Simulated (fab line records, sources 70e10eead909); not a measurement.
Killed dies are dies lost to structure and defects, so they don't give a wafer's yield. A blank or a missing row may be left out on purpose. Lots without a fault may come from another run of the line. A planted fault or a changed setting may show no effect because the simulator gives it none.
A struck lot beside a sound one | flow nand_harc | 15 steps out of a route of 1302
Sound: wafers L688.1, L688.2, L688.5. Struck: wafers L694.1, L694.2, L694.4. The cause comes at the end.
At each step with rows: each side's tool, then ch and its chambers, then its first start. Under that, the readings that differ: sound wafers | struck wafers | difference of the means | sigmas: that difference in standard deviations of wafers without a fault.
alike: readings whose means differ by less than 2 such deviations, and words and numbers that are the same on both sides. not compared: withheld readings, readings that some wafer has no value for, bounds like >300 that may hide the same value, and numbers for which the record gives no deviation and whose values overlap.
The two part at a step that has a row with sigmas, a row that says differs or no value, or rows on one side only. Numbers that don't overlap but have no deviation are shown without sigmas and don't part them. A reading that every wafer of one side lacks parts them only if that side has two wafers or more.

first, 7 steps without rows for these wafers: NHARC_P_ZERO_WELL_COAT_64 (time 65 s); NHARC_P_ZERO_WELL_COAT_05 (resist thk 600 nm); NHARC_P_ZERO_WELL_SOFTBAKE_06 (time 70 s); NHARC_P_ZERO_WELL_EBR_07; NHARC_P_ZERO_WELL_EXPOSE_08 (exposes mask P ZERO, target cd 500 nm); NHARC_P_ZERO_WELL_PEB_09 (peb time 80 s); NHARC_P_ZERO_WELL_DEVELOP_10 (time 50 s).
NHARC_P_ZERO_WELL_CD_MEAS_11: target cd 500 nm.
  sound on cd_sem-01 ch 0, day 1 21:07; struck on cd_sem-03 ch 0, day 4 09:07
  alike: cd_nm
then, 1 step without rows for these wafers: NHARC_P_ZERO_WELL_HARDBAKE_12 (time 65 s).
NHARC_P_ZERO_WELL_DESCUM_13: chemistry O2, time 3 s.
  sound on rie_diel-09 ch 0,2,3, day 1 23:02; struck on rie_diel-03 ch 0,1,3, day 4 09:16
  alike: drypump_motor_current_A, oes_product_au, rf_vpp_V, showerhead_plenum_p_Torr, throttle_valve_pct
  not compared: rf_hours_counter_h
NHARC_P_ZERO_WELL_ETCH_65: etches the open film in N2/H2, target depth 80 nm, overetch 24 nm, time 87.88 s.
  sound on rie_diel-09 ch 0,3, day 1 23:13; struck on rie_diel-03 ch 0,2,3, day 4 09:22
  reading                     | sound       | struck      | difference | sigmas
  drypump_motor_current_A (A) | 6.6 5.8 6.6 | 5.6 5.3 4.8 | -1.1       | -2
  alike: bias_w, chamber_pressure_mTorr, oes_product_au, rf_vpp_V, showerhead_plenum_p_Torr, throttle_valve_pct
  not compared: rf_hours_counter_h
NHARC_P_ZERO_WELL_ETCH_62: etches the open film in CHF3/Ar, target depth 13 nm, time 6.5 s.
  sound on rie_diel-09 ch 1,3; struck on rie_diel-03 ch 0,2,3
  reading                     | sound       | struck      | difference | sigmas
  drypump_motor_current_A (A) | 5.7 6.6 6.6 | 4.8 5.3 5.7 | -1.0       | -2
  alike: bias_w, chamber_pressure_mTorr, oes_product_au, rf_vpp_V, showerhead_plenum_p_Torr, throttle_valve_pct
  not compared: rf_hours_counter_h
NHARC_P_ZERO_WELL_ETCH_63: etches the open film in HBr/Cl2, target depth 120 nm, time 40.1 s.
  sound on rie_si-05 ch 0,1, day 1 23:31; struck on rie_si-05 ch 1,2,3, day 4 09:32
  no value came back on the struck wafers for any of 5 readings (bias_w (W), chamber_pressure_mTorr (mTorr) and others); on the sound wafers bias_w (W) reads 99.8 99.6 100.4
  not compared: rf_hours_counter_h
then, 1 step without rows for these wafers: NHARC_P_ZERO_WELL_STRIP_15 (strips in SPM, time 900 s).
-- the record jumps here: 22 days lie between the struck wafers' starts before and after (it left off in module P_ZERO_WELL and takes up again in module END, whose first step shown is number 1302 of the route) --
NHARC_END_SORT_01:
  sound on prober-01 ch 0, day 24 07:22; struck on prober-02 ch 0, day 26 02:40
  reading             | sound    | struck      | difference | sigmas
  killed_at_periphery | 2 5 5    | 609 619 597 | +604       | +99 or more
  killed_dies         | 66 56 73 | 677 677 677 | +612       | +32
  alike: killed_at_array, killed_at_other, killed_open, killed_short

WHERE THEY PART
First at NHARC_P_ZERO_WELL_ETCH_65; last, within this record, at NHARC_END_SORT_01.

WHY: what the simulator had put in
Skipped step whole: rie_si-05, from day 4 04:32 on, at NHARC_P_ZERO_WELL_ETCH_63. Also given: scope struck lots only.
